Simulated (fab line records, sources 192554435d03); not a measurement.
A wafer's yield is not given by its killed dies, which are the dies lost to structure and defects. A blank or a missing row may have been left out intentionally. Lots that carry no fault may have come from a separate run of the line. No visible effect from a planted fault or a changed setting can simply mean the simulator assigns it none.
fab line records + flow n5Finfet
[record]
- lots = 6
- wafers = 18
- lastDay = 17
route steps=1938 shown BEOL_M10@1487
lots with no fault: from the same line, run without faults
startH: hours from the record's first day to the start of the lot's first wafer shown + waitH: hours elapsed since this lot's preceding step + " the same as in the row above + L1.1+2: a single row standing in for several wafers + - value missing, or start not given + * or withheld: withheld + < > ~ a bound
route shown NAME@n: a module of which the file shows steps, and the number in the route of the first + usual: the fault-free wafers' mean and standard deviation + same: alike in all rows + chamber/n: place in a boat + sites: the reading at each site + _std_site: the standard deviation of these + _edge_site: inner sites' mean taken away from outer sites' mean + radiusMm: for every site, how far away it sits from the centre of the wafer + mask NAME#n: copy n + behind: the most recent tool/chamber to have shaped the wafer + hold: the reason the lot was held/the length of the hold in hours/how it ended + device: which transistor (n, p or np) failed to switch + end of line: tests run on the same wafers once the route is complete + step lacking rows: just its recipe + killed: at the first sort, the dies lost to defects and structure; wafer yield is something else + map: per-die view of a wafer (x killed, . not killed, _ where there is no die)
set.NAME: the setting as run; set.NAME@STEP: as run at that earlier step + model.NAME: the simulator's own value behind a step, which no gauge read
certain route steps with their lots: each step a table, each wafer a row
services: when a tool's chamber went out of use (startH, in hours from the record's first day, below 0 if earlier), for how many hours, and the reason
[[steps]]
[step N5_BEOL_M10_ETCH_61]
[recipe]
- chemistry = CF4
- target = SiARC
- targetDepthA = 390
- maskMaterial = CAR-ArF
- timeS = 65
- ionEnergyEv = 80
- pressureMtorr = 40
- sourceW = 545
- biasW = 36
- Ar_flow_sccm = 100
- cf4FlowSccm = 100
- ends = cleared
[usual]
- drypumpMotorCurrentA = 5.7/0.35
- etchRfOnTimeS = 64.3/0.72
- oesProductAu = 0.69/0.071
- rfVppV = 183.8/1.2
- showerheadPlenumPTorr = 2.12/0.057
- throttleValvePct = 15.47/0.15
| lot.wafer | tool       | chamber | startH | waitH | drypumpMotorCurrentA | etchRfOnTimeS | oesProductAu | rfHoursCounterH | rfVppV | showerheadPlenumPTorr | throttleValvePct |
|-----------|------------|---------|--------|-------|----------------------|---------------|--------------|-----------------|--------|-----------------------|------------------|
| L441.1    | rieDiel-06 | 3       | 219.96 | 0.0   | 6.1                  | 65.0          | 0.58         | 243             | 182.3  | 2.03                  | 15.76            |
| L441.3    | "          | 2       | "      | "     | 5.7                  | 63.1          | 0.77         | 30              | 183.0  | 2.09                  | 15.39            |
| L441.6    | "          | 1       | "      | "     | 5.6                  | 65.3          | 0.62         | -               | 184.8  | 2.13                  | 15.57            |
| L440.1    | rieDiel-06 | 0       | 222.17 | 0.0   | 5.3                  | 63.4          | 0.70         | 68              | 185.2  | 2.26                  | 15.48            |
| L440.2    | "          | 2       | "      | "     | 5.7                  | 63.9          | 0.76         | 31              | 183.3  | 2.09                  | 15.40            |
| L440.4    | "          | 3       | "      | "     | 6.1                  | 64.7          | 0.58         | 244             | 183.8  | 2.03                  | 15.76            |
| L448.2    | rieDiel-02 | 0       | 287.33 | 0.0   | 5.8                  | 63.7          | 0.60         | 206             | 185.1  | 2.20                  | 15.47            |
| L448.4    | "          | 0       | "      | "     | 5.9                  | 63.7          | 0.61         | -               | 184.1  | 2.20                  | 15.47            |
| L448.5    | "          | 1       | "      | "     | 5.8                  | 65.0          | 0.72         | -               | 184.6  | 2.09                  | 15.41            |
| L450.1    | rieDiel-01 | 3       | 313.00 | 0.0   | 6.4                  | 65.1          | 0.74         | 57              | 183.4  | 2.09                  | 15.41            |
| L450.2    | "          | 1       | "      | "     | 5.5                  | 65.0          | 0.77         | 16              | 185.8  | 2.10                  | 15.68            |
| L450.5    | "          | 0       | "      | "     | 5.2                  | 64.1          | 0.75         | -               | 184.6  | 2.09                  | 15.47            |
| L455.3    | rieDiel-01 | 0       | 318.79 | 0.0   | 5.2                  | 63.0          | 0.75         | 47              | 182.2  | 2.09                  | 15.48            |
| L455.5    | "          | 1       | "      | "     | 5.5                  | 64.0          | 0.77         | -               | 185.5  | 2.10                  | 15.69            |
| L455.6    | "          | 0       | "      | "     | 5.1                  | 63.3          | 0.76         | -               | 181.5  | 2.09                  | 15.46            |
| L460.3    | rieDiel-02 | 3       | 350.03 | 0.0   | 5.2                  | 64.4          | 0.59         | 246             | 184.5  | 2.19                  | 15.64            |
| L460.4    | "          | 0       | "      | "     | 5.8                  | 64.2          | 0.58         | 227             | 186.2  | 2.19                  | 15.50            |
| L460.6    | "          | 0       | "      | "     | 5.9                  | 64.6          | 0.58         | -               | 183.6  | 2.20                  | 15.51            |
[step N5_BEOL_M10_ETCH_62]
[recipe]
- chemistry = N2/H2
- target = SOC
- targetDepthA = 1100
- overetchA = 220
- maskMaterial = SiARC
- tempC = 40
- timeS = 165
- ionEnergyEv = 200
- pressureMtorr = 30
- sourceW = 840
- biasW = 150
- n2FlowSccm = 200
- h2FlowSccm = 200
[usual]
- drypumpMotorCurrentA = 5.7/0.35
- oesProductAu = 0.68/0.068
- rfVppV = 523.2/2.1
- showerheadPlenumPTorr = 2.52/0.072
- throttleValvePct = 17.70/0.14
| lot.wafer | tool       | chamber | startH | waitH | drypumpMotorCurrentA | oesProductAu | rfHoursCounterH | rfVppV | showerheadPlenumPTorr | throttleValvePct |
|-----------|------------|---------|--------|-------|----------------------|--------------|-----------------|--------|-----------------------|------------------|
| L441.1    | rieDiel-06 | 3       | 220.01 | 0.0   | 6.2                  | 0.58         | 243             | 520.0  | 2.41                  | 18.11            |
| L441.3    | "          | 2       | "      | "     | 5.7                  | 0.75         | 30              | 522.1  | 2.48                  | 17.61            |
| L441.6    | "          | 1       | "      | "     | 5.6                  | 0.62         | -               | 524.1  | 2.52                  | 17.67            |
| L440.1    | rieDiel-06 | 0       | 222.22 | 0.0   | 5.3                  | 0.69         | 68              | 526.8  | 2.69                  | 17.73            |
| L440.2    | "          | 2       | "      | "     | 5.7                  | 0.75         | 31              | 522.2  | 2.48                  | 17.59            |
| L440.4    | "          | 3       | "      | "     | 6.2                  | 0.58         | 244             | 519.2  | 2.41                  | 18.10            |
| L448.2    | rieDiel-02 | 0       | 287.38 | 0.0   | 5.9                  | 0.58         | 206             | 526.9  | 2.62                  | 17.68            |
| L448.4    | "          | 0       | "      | "     | 5.9                  | 0.59         | -               | 525.8  | 2.62                  | 17.70            |
| L448.5    | "          | 1       | "      | "     | 5.9                  | 0.71         | -               | 521.9  | 2.48                  | 17.66            |
| L450.1    | rieDiel-01 | 3       | 313.05 | 0.0   | 6.4                  | 0.73         | 57              | 521.9  | 2.48                  | 17.59            |
| L450.2    | "          | 1       | "      | "     | 5.5                  | 0.77         | 16              | 522.3  | 2.49                  | 17.87            |
| L450.5    | "          | 0       | "      | "     | 5.2                  | 0.74         | -               | 521.7  | 2.47                  | 17.72            |
| L455.3    | rieDiel-01 | 0       | 318.84 | 0.0   | 5.3                  | 0.73         | 47              | 520.8  | 2.47                  | 17.71            |
| L455.5    | "          | 1       | "      | "     | 5.5                  | 0.75         | -               | 521.1  | 2.49                  | 17.87            |
| L455.6    | "          | 0       | "      | "     | 5.2                  | 0.74         | -               | 523.0  | 2.47                  | 17.72            |
| L460.3    | rieDiel-02 | 3       | 350.08 | 0.0   | 5.2                  | 0.58         | 246             | 526.0  | 2.61                  | 17.81            |
| L460.4    | "          | 0       | "      | "     | 5.9                  | 0.58         | 227             | 527.3  | 2.61                  | 17.72            |
| L460.6    | "          | 0       | "      | "     | 5.9                  | 0.58         | -               | 527.3  | 2.61                  | 17.71            |
[step N5_BEOL_M10_STRIP_68]
[recipe]
- chemistry = N2/H2
- tempC = 40
- n2FlowSccm = 200
- h2FlowSccm = 200
- rfFrequencyHz = 6e+07
[step N5_BEOL_M10_STRIP_67]
[recipe]
- chemistry = CF4
- resist = SiARC
- powerW = 300
- biasPowerW = 75
- pressureMtorr = 50
- cf4FlowSccm = 150
- rfFrequencyHz = 6e+07
[usual]
- drypumpMotorCurrentA = 5.7/0.34
- oesProductAu = 0.81/0.08
- rfVppV = 270.7/1.3
- showerheadPlenumPTorr = 1.77/0.045
- throttleValvePct = 13.44/0.15
| lot.wafer | tool       | chamber | startH | waitH | drypumpMotorCurrentA | oesProductAu | rfHoursCounterH | rfVppV | showerheadPlenumPTorr | throttleValvePct |
|-----------|------------|---------|--------|-------|----------------------|--------------|-----------------|--------|-----------------------|------------------|
| L441.1    | rieDiel-06 | 3       | 220.15 | 0.0   | 6.1                  | 0.68         | 243             | 269.2  | 1.70                  | 13.78            |
| L441.3    | "          | 2       | "      | "     | 5.7                  | 0.89         | 30              | 270.1  | 1.75                  | 13.36            |
| L441.6    | "          | 1       | "      | "     | 5.6                  | 0.73         | -               | 271.1  | 1.78                  | 13.57            |
| L440.1    | rieDiel-06 | 0       | 222.37 | 0.0   | 5.3                  | 0.81         | 68              | 272.3  | 1.88                  | 13.42            |
| L440.2    | "          | 2       | "      | "     | 5.7                  | 0.89         | 31              | 269.2  | 1.75                  | 13.33            |
| L440.4    | "          | 3       | "      | "     | 6.1                  | 0.68         | 244             | 269.8  | 1.70                  | 13.79            |
| L448.2    | rieDiel-02 | 0       | 287.53 | 0.0   | 5.9                  | 0.69         | 206             | 272.0  | 1.84                  | 13.46            |
| L448.4    | "          | 0       | "      | "     | 5.9                  | 0.69         | -               | 270.6  | 1.84                  | 13.45            |
| L448.5    | "          | 1       | "      | "     | 5.8                  | 0.83         | -               | 270.4  | 1.75                  | 13.37            |
| L450.1    | rieDiel-01 | 3       | 313.20 | 0.0   | 6.4                  | 0.87         | 57              | 268.8  | 1.75                  | 13.34            |
| L450.2    | "          | 1       | "      | "     | 5.5                  | 0.90         | 16              | 271.1  | 1.76                  | 13.60            |
| L450.5    | "          | 0       | "      | "     | 5.2                  | 0.88         | -               | 270.4  | 1.75                  | 13.45            |
| L455.3    | rieDiel-01 | 0       | 318.98 | 0.0   | 5.2                  | 0.87         | 47              | 270.5  | 1.75                  | 13.43            |
| L455.5    | "          | 1       | "      | "     | 5.5                  | 0.90         | -               | 270.7  | 1.76                  | 13.59            |
| L455.6    | "          | 0       | "      | "     | 5.1                  | 0.88         | -               | 270.1  | 1.75                  | 13.43            |
| L460.3    | rieDiel-02 | 3       | 350.22 | 0.0   | 5.2                  | 0.69         | 246             | 272.0  | 1.83                  | 13.62            |
| L460.4    | "          | 0       | "      | "     | 5.9                  | 0.67         | 227             | 272.2  | 1.84                  | 13.53            |
| L460.6    | "          | 0       | "      | "     | 5.9                  | 0.68         | -               | 271.3  | 1.84                  | 13.51            |
[step N5_BEOL_M10_HM_OPEN_17]
[recipe]
- chemistry = Cl2/BCl3
- targetDepthA = 200
- overetchA = 60
- target = TiN
- maskMaterial = SOC
- ionEnergyEv = 150
- pressureMtorr = 10
- icpW = 1000
- biasW = 126
- Cl2_flow_sccm = 53.25
- bcl3FlowSccm = 21.75
- Ar_flow_sccm = 25
[usual]
- drypumpMotorCurrentA = 5.7/0.33
- oes_ar_750_au = 0.77/0.088
- oesProductAu = 0.66/0.08
- throttleValvePct = 22.19/0.28
| lot.wafer | tool        | chamber | startH | waitH | drypumpMotorCurrentA | oes_ar_750_au | oesProductAu | rfHoursCounterH | throttleValvePct |
|-----------|-------------|---------|--------|-------|----------------------|---------------|--------------|-----------------|------------------|
| L441.1    | rieMetal-01 | 0       | 220.19 | 0.0   | 6.0                  | 0.70          | 0.59         | 73              | 21.96            |
| L441.3    | "           | 0       | "      | "     | 5.9                  | 0.70          | 0.59         | -               | 21.99            |
| L441.6    | "           | 1       | "      | "     | 5.5                  | 0.77          | 0.65         | -               | 22.58            |
| L440.1    | rieMetal-01 | 0       | 222.41 | 0.0   | 6.0                  | 0.69          | 0.59         | 73              | 21.99            |
| L440.2    | "           | 1       | "      | "     | 5.5                  | 0.78          | 0.64         | 39              | 22.59            |
| L440.4    | "           | 0       | "      | "     | 6.0                  | 0.70          | 0.58         | -               | 21.99            |
| L448.2    | rieMetal-02 | 0       | 287.57 | 0.0   | 5.3                  | 0.93          | 0.80         | 4               | 21.97            |
| L448.4    | "           | 0       | "      | "     | 5.3                  | 0.93          | 0.79         | -               | 21.98            |
| L448.5    | "           | 1       | "      | "     | 6.0                  | 0.71          | 0.61         | -               | 22.36            |
| L450.1    | rieMetal-01 | 0       | 313.24 | 0.0   | 6.0                  | 0.69          | 0.58         | 80              | 21.99            |
| L450.2    | "           | 1       | "      | "     | 5.5                  | 0.76          | 0.64         | 47              | 22.59            |
| L450.5    | "           | 1       | "      | "     | 5.5                  | 0.76          | 0.64         | -               | 22.59            |
| L455.3    | rieMetal-01 | 0       | 319.05 | 0.1   | 6.0                  | 0.68          | 0.58         | -               | 22.01            |
| L455.5    | "           | 1       | "      | "     | 5.5                  | 0.76          | 0.64         | -               | 22.61            |
| L455.6    | "           | 0       | "      | "     | 6.0                  | 0.69          | 0.57         | -               | 22.01            |
| L460.3    | rieMetal-02 | 0       | 350.29 | 0.1   | 5.3                  | 0.90          | 0.77         | -               | 22.00            |
| L460.4    | "           | 1       | "      | "     | 5.9                  | 0.70          | 0.60         | -               | 22.38            |
| L460.6    | "           | 0       | "      | "     | 5.3                  | 0.91          | 0.77         | -               | 22.00            |
[step N5_BEOL_M10_STRIP_19]
[recipe]
- chemistry = O2
- powerW = 400
- tempC = 40
- pressureMtorr = 30
- rfFrequencyHz = 6e+07
- biasPowerW = 0
- overashFraction = 0.2
- o2FlowSccm = 225
[usual]
- drypumpMotorCurrentA = 5.7/0.33
- oesProductAu = 0.80/0.077
- rfVppV = 3.6/0.59
- showerheadPlenumPTorr = 2.09/0.073
- throttleValvePct = 16.55/0.12
| lot.wafer | tool       | chamber | startH | waitH | drypumpMotorCurrentA | oesProductAu | rfHoursCounterH | rfVppV | showerheadPlenumPTorr | throttleValvePct |
|-----------|------------|---------|--------|-------|----------------------|--------------|-----------------|--------|-----------------------|------------------|
| L441.1    | rieDiel-06 | 1       | 220.31 | 0.1   | 5.6                  | 0.73         | 184             | 3.5    | 2.08                  | 16.60            |
| L441.3    | "          | 3       | "      | "     | 6.2                  | 0.68         | 243             | 4.6    | 1.98                  | 16.82            |
| L441.6    | "          | 2       | "      | "     | 5.7                  | 0.90         | -               | 4.2    | 2.04                  | 16.44            |
| L440.1    | rieDiel-06 | 0       | 222.52 | 0.1   | 5.3                  | 0.81         | 68              | 4.0    | 2.22                  | 16.58            |
| L440.2    | "          | 2       | "      | "     | 5.7                  | 0.89         | 31              | 3.5    | 2.04                  | 16.41            |
| L440.4    | "          | 3       | "      | "     | 6.2                  | 0.68         | 244             | 2.5    | 1.98                  | 16.82            |
| L448.2    | rieDiel-06 | 0       | 287.68 | 0.1   | 5.3                  | 0.79         | 90              | 4.3    | 2.21                  | 16.60            |
| L448.4    | "          | 0       | "      | "     | 5.3                  | 0.79         | -               | 3.6    | 2.21                  | 16.63            |
| L448.5    | "          | 2       | "      | "     | 5.7                  | 0.85         | -               | 3.8    | 2.03                  | 16.44            |
| L450.1    | rieDiel-02 | 3       | 313.38 | 0.1   | 5.2                  | 0.69         | 235             | 3.1    | 2.16                  | 16.67            |
| L450.2    | "          | 0       | "      | "     | 5.9                  | 0.68         | 214             | 4.5    | 2.17                  | 16.57            |
| L450.5    | "          | 3       | "      | "     | 5.2                  | 0.69         | -               | 4.0    | 2.16                  | 16.68            |
| L455.3    | rieDiel-01 | 1       | 319.14 | 0.1   | 5.5                  | 0.91         | 19              | 3.2    | 2.07                  | 16.80            |
| L455.5    | "          | 1       | "      | "     | 5.6                  | 0.92         | -               | 4.4    | 2.07                  | 16.82            |
| L455.6    | "          | 2       | "      | "     | 5.7                  | 0.81         | -               | 4.0    | 2.04                  | 16.37            |
| L460.3    | rieDiel-02 | 0       | 350.38 | 0.1   | 5.8                  | 0.68         | 227             | 2.8    | 2.16                  | 16.60            |
| L460.4    | "          | 3       | "      | "     | 5.2                  | 0.68         | 246             | 3.6    | 2.15                  | 16.68            |
| L460.6    | "          | 3       | "      | "     | 5.2                  | 0.69         | -               | 3.6    | 2.15                  | 16.68            |
[step N5_BEOL_M10_CD_MEAS_18]
[recipe]
- pitchNm = 140
- targetCdNm = 70
[usual]
- cdNm = 70.0/0.44
| lot.wafer | tool     | chamber | startH | waitH | cdNm |
|-----------|----------|---------|--------|-------|------|
| L441.1    | cdSem-03 | -       | 220.37 | 0.0   | 69.6 |
| L441.3    | "        | -       | "      | "     | 69.4 |
| L441.6    | "        | -       | "      | "     | 70.0 |
| L440.1    | cdSem-03 | -       | 222.59 | 0.0   | 69.7 |
| L440.2    | "        | -       | "      | "     | 69.2 |
| L440.4    | "        | -       | "      | "     | 69.2 |
| L448.2    | cdSem-02 | -       | 287.75 | 0.1   | 70.0 |
| L448.4    | "        | -       | "      | "     | 70.7 |
| L448.5    | "        | -       | "      | "     | 71.1 |
| L450.1    | cdSem-03 | -       | 313.45 | 0.0   | 69.8 |
| L450.2    | "        | -       | "      | "     | 70.6 |
| L450.5    | "        | -       | "      | "     | 69.8 |
| L455.3    | cdSem-02 | -       | 319.21 | 0.1   | 69.9 |
| L455.5    | "        | -       | "      | "     | 70.3 |
| L455.6    | "        | -       | "      | "     | 70.3 |
| L460.3    | cdSem-02 | -       | 350.46 | 0.1   | 69.9 |
| L460.4    | "        | -       | "      | "     | 69.8 |
| L460.6    | "        | -       | "      | "     | 70.3 |
[step N5_BEOL_M10_COAT_63]
[recipe]
- resist = SOC
- tempC = 250
- timeS = 60
- spinRpm = 1500
- resistThkNm = 100
[step N5_BEOL_M10_COAT_64]
[recipe]
- resist = SiARC
- tempC = 220
- timeS = 60
- spinRpm = 1500
- resistThkNm = 30
[step N5_BEOL_M10_COAT_22]
[recipe]
- resist = CAR-ArF
- spinRpm = 1500
- resistThkNm = 90
[step N5_BEOL_M10_EBR_24]
[recipe]
- solvent = PGMEA
- ebrWidthMm = 1.5
[step N5_BEOL_M10_SOFTBAKE_23]
[recipe]
- tempC = 110
- timeS = 60
- resist = CAR-ArF
[step N5_BEOL_M10_EXPOSE_25]
[recipe]
- maskId = V9
- na = 1.35
- sourceShape = annular
- sigmaInner = 0.5
- sigmaOuter = 0.8
- polarization = unpolarized
- doseMj = 85.5
[same]
- sigmaOuter = 0.8
| lot.wafer  | tool           | chamber | startH | waitH | mask | model.BEOL_M10.overlayXNm |
|------------|----------------|---------|--------|-------|------|---------------------------|
| L441.1+3+6 | arfiScanner-01 | 0       | 220.81 | -     | V9#0 | 0.2                       |
| L440.1+2+4 | arfiScanner-02 | 0       | 222.87 | -     | V9#0 | -0.8                      |
| L448.2+4+5 | arfiScanner-02 | 0       | 288.04 | -     | V9#0 | 7.8                       |
| L450.1+2+5 | arfiScanner-02 | 0       | 314.91 | -     | V9#0 | 8                         |
| L455.3+5+6 | arfiScanner-03 | 0       | 319.73 | -     | V9#0 | 0.2                       |
| L460.3+4+6 | arfiScanner-01 | 0       | 351.10 | -     | V9#0 | 0.4                       |
[step N5_BEOL_M10_PEB_26]
[recipe]
- pebTempC = withheld
- pebTimeS = 60
- resist = CAR-ArF
[step N5_BEOL_M10_DEVELOP_27]
[recipe]
- developTimeS = 30
- developer = TMAH
- resist = CAR-ArF
- rinseLiquid = diw
- dry = airSpin
- devTempC = 23
[step N5_BEOL_M10_CD_MEAS_28]
[recipe]
- targetCdNm = 70
- landingEnergyEv = 500
- detector = seInlens
- polarity = opening
[usual]
- cdNm = 69.9/0.75
| lot.wafer | tool     | chamber | startH | waitH | cdNm |
|-----------|----------|---------|--------|-------|------|
| L441.1    | cdSem-02 | 0       | 220.94 | -     | 69.6 |
| L441.3    | "        | 0       | "      | "     | 69.9 |
| L441.6    | "        | 0       | "      | "     | 69.6 |
| L440.1    | cdSem-02 | 0       | 223.00 | -     | 69.9 |
| L440.2    | "        | 0       | "      | "     | 71.0 |
| L440.4    | "        | 0       | "      | "     | 69.4 |
| L448.2    | cdSem-03 | 0       | 288.16 | -     | 69.1 |
| L448.4    | "        | 0       | "      | "     | 69.9 |
| L448.5    | "        | 0       | "      | "     | 69.3 |
| L450.1    | cdSem-02 | 0       | 315.05 | -     | 69.4 |
| L450.2    | "        | 0       | "      | "     | 68.7 |
| L450.5    | "        | 0       | "      | "     | 69.0 |
| L455.3    | cdSem-03 | 0       | 319.85 | -     | 69.5 |
| L455.5    | "        | 0       | "      | "     | 69.9 |
| L455.6    | "        | 0       | "      | "     | 70.4 |
| L460.3    | cdSem-03 | 0       | 351.22 | -     | 71.2 |
| L460.4    | "        | 0       | "      | "     | 71.0 |
| L460.6    | "        | 0       | "      | "     | 71.1 |
[step N5_BEOL_M10_OVL_MEAS_29]
[recipe]
- pointsPerWafer = 44
[usual]
- V9_OVL = 0.7/0.76
| lot.wafer | tool       | chamber | startH | waitH | V9_OVL[nm] |
|-----------|------------|---------|--------|-------|------------|
| L441.1    | overlay-01 | 0       | 220.97 | 0.0   | 0.4        |
| L441.3    | "          | 0       | "      | "     | 0.9        |
| L441.6    | "          | 0       | "      | "     | 1.0        |
| L440.1    | overlay-01 | 0       | 223.03 | 0.0   | -0.4       |
| L440.2    | "          | 0       | "      | "     | 0.0        |
| L440.4    | "          | 0       | "      | "     | 0.0        |
| L448.2    | overlay-01 | 0       | 288.19 | 0.0   | 7.2        |
| L448.4    | "          | 0       | "      | "     | 8.3        |
| L448.5    | "          | 0       | "      | "     | 9.2        |
| L450.1    | overlay-02 | 0       | 315.08 | 0.0   | 8.0        |
| L450.2    | "          | 0       | "      | "     | 7.3        |
| L450.5    | "          | 0       | "      | "     | 7.6        |
| L455.3    | overlay-02 | 0       | 319.88 | 0.0   | 1.5        |
| L455.5    | "          | 0       | "      | "     | 1.5        |
| L455.6    | "          | 0       | "      | "     | 1.1        |
| L460.3    | overlay-01 | 0       | 351.25 | 0.0   | 1.8        |
| L460.4    | "          | 0       | "      | "     | 0.4        |
| L460.6    | "          | 0       | "      | "     | 0.0        |
[step N5_BEOL_M10_INSPECT_30]
[recipe]
- mode = adi
- inspectInstrument = brightfield
[usual]
- rawDefectCount = 415/90
| lot.wafer | tool             | chamber | startH | waitH | rawDefectCount |
|-----------|------------------|---------|--------|-------|----------------|
| L441.1    | defectInspect-02 | -       | 220.99 | 0.0   | 241            |
| L441.3    | "                | -       | "      | "     | 389            |
| L441.6    | "                | -       | "      | "     | 284            |
| L440.1    | defectInspect-02 | -       | 223.05 | 0.0   | 415            |
| L440.2    | "                | -       | "      | "     | 458            |
| L440.4    | "                | -       | "      | "     | 434            |
| L448.2    | defectInspect-01 | -       | 288.22 | 0.0   | 365            |
| L448.4    | "                | -       | "      | "     | 614            |
| L448.5    | "                | -       | "      | "     | 457            |
| L450.1    | defectInspect-01 | -       | 315.10 | 0.0   | 430            |
| L450.2    | "                | -       | "      | "     | 530            |
| L450.5    | "                | -       | "      | "     | 513            |
| L455.3    | defectInspect-02 | -       | 319.90 | 0.0   | 394            |
| L455.5    | "                | -       | "      | "     | 476            |
| L455.6    | "                | -       | "      | "     | 355            |
| L460.3    | defectInspect-02 | -       | 351.28 | 0.0   | 388            |
| L460.4    | "                | -       | "      | "     | 412            |
| L460.6    | "                | -       | "      | "     | 405            |
[[services]]
| tool           | chamber | startH | hours | kind   |
|----------------|---------|--------|-------|--------|
| arfiScanner-01 | -       | 197.31 | 1.3   | pm     |
| arfiScanner-02 | -       | 204.40 | 1.7   | repair |
| rieDiel-02     | 0       | 212.15 | 22.1  | repair |
| rieDiel-06     | 3       | 215.95 | 2.9   | repair |
| arfiScanner-03 | -       | 225.42 | 0.8   | pm     |
| arfiScanner-02 | -       | 245.81 | 0.8   | pm     |
| arfiScanner-02 | -       | 262.93 | 0.8   | repair |
| arfiScanner-02 | -       | 276.74 | 1.0   | pm     |
| rieDiel-02     | 2       | 281.00 | 6.7   | repair |
| arfiScanner-01 | -       | 281.47 | 0.8   | pm     |
| arfiScanner-01 | -       | 287.86 | 1.5   | pm     |
| arfiScanner-02 | -       | 290.35 | 1.3   | pm     |
| rieMetal-02    | -       | 291.07 | 2.8   | pm     |
| arfiScanner-01 | -       | 293.31 | 0.5   | repair |
| arfiScanner-01 | -       | 293.82 | 1.0   | pm     |
| arfiScanner-01 | -       | 295.97 | 4.9   | pm     |
| arfiScanner-02 | -       | 300.63 | 8.5   | repair |
| arfiScanner-01 | -       | 301.32 | 6.9   | repair |
| rieDiel-01     | 2       | 307.95 | 1.8   | repair |
| arfiScanner-01 | -       | 322.81 | 1.3   | pm     |
| arfiScanner-01 | -       | 341.45 | 0.8   | pm     |
| rieMetal-01    | 0       | 342.08 | 12.0  | repair |
| arfiScanner-02 | -       | 342.95 | 6.6   | repair |
| arfiScanner-02 | -       | 349.57 | 1.0   | pm     |
[[key]]
[firstSign]
- step = N5_BEOL_M10_OVL_MEAS_29
- reading = V9_OVL
- direction = up
- sigmas = 9.5
- usual = 0.7
- struck = 7.9
effect none on later readings
[modelEffect]
- step = N5_BEOL_M10_EXPOSE_25
- value = BEOL_M10.overlayXNm
- without = 0.1
- struck = 7.9
metAt N5_BEOL_M10_EXPOSE_25
struckWafers L448.2,L448.4,L448.5,L450.1,L450.2,L450.5
onsetBetween 222.87 288.04
[fault]
- kind = scannerMatchingOverlay
- tool = arfiScanner-02
- chamber = -
- onsetH = 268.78
- steps = N5_BEOL_M10_EXPOSE_25
- offset = 7.8149
